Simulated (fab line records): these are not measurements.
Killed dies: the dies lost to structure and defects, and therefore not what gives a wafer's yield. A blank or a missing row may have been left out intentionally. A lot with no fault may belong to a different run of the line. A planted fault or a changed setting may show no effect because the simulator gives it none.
Which tool did it? | flow n5-finfet | Sampling: 10 lots, 30 wafers, 2 of 1938 route steps

== WHAT THE GAUGES SHOWED, per wafer ==
N5_BEOL_M8_CD_MEAS_28 targets a cd of 40 nm.
lot  | measured     | on        | cd-nm (nm)
L197 | day 12 19:01 | cd-sem-01 | 40.17 39.69 39.47
L198 | day 13 07:04 | cd-sem-02 | 40.27 40.17 40.08
L205 | day 16 21:17 | cd-sem-01 | 39.88 39.99 40.40
L208 | day 16 22:47 | cd-sem-03 | 40.18 40.33 40.49
L206 | day 17 10:08 | cd-sem-01 | 39.92 40.11 40.17
L210 | day 18 15:53 | cd-sem-01 | 40.27 40.18 40.08
L207 | day 18 23:49 | cd-sem-01 | 40.34 40.01 40.18
L211 | day 19 00:03 | cd-sem-01 | 40.05 39.79 39.86
L200 | day 19 07:30 | cd-sem-02 | 40.14 39.99 39.76
L214 | day 19 08:25 | cd-sem-03 | 39.92 39.73 40.19

== WHICH TOOL RAN EACH LOT (tool, then ch and the chambers of the sampled wafers, then the start) ==
lot  | N5_BEOL_M8_ETCH_62
L197 | rie-diel-04 ch 0,1,3, day 12 17:58
L198 | rie-diel-04 ch 0,1,2, day 13 04:14
L205 | rie-diel-04 ch 0,2,3, day 16 20:20
L208 | rie-diel-02 ch 2,3, day 16 21:14
L206 | rie-diel-02 ch 0,2,3, day 17 06:41
L210 | rie-diel-04 ch 1,2, day 18 14:11
L207 | rie-diel-02 ch 0,2,3, day 18 21:04
L211 | rie-diel-05 ch 1,2,3, day 18 21:14
L200 | rie-diel-04 ch 1,2,3, day 19 05:20
L214 | rie-diel-05 ch 1,2,3, day 19 05:56
- N5_BEOL_M8_ETCH_62: etches SOC in N2/H2, target depth 110 nm, overetch 22 nm, time 165 s.

== THE ANSWER, worked out from the rows above alone ==
Rule: usual is defined by the lots themselves. Put in order of their means at a reading, lots are off if they are a third of the lots or fewer, leave a main group of 4 or more, and stand apart from it by a gap of 3 or more times the standard deviation of the main group's means; of several such gaps the widest counts. Not used: any main group whose means are identical at the precision the tables above print for the reading. Also off: a lot with no number at a reading for which 4 or more lots have one. The other lots that the step has rows for count as sound.
No lot is off on any of the readings shown, so nothing can be concluded from this.

== WHAT WAS PUT IN BY THE SIMULATOR ==
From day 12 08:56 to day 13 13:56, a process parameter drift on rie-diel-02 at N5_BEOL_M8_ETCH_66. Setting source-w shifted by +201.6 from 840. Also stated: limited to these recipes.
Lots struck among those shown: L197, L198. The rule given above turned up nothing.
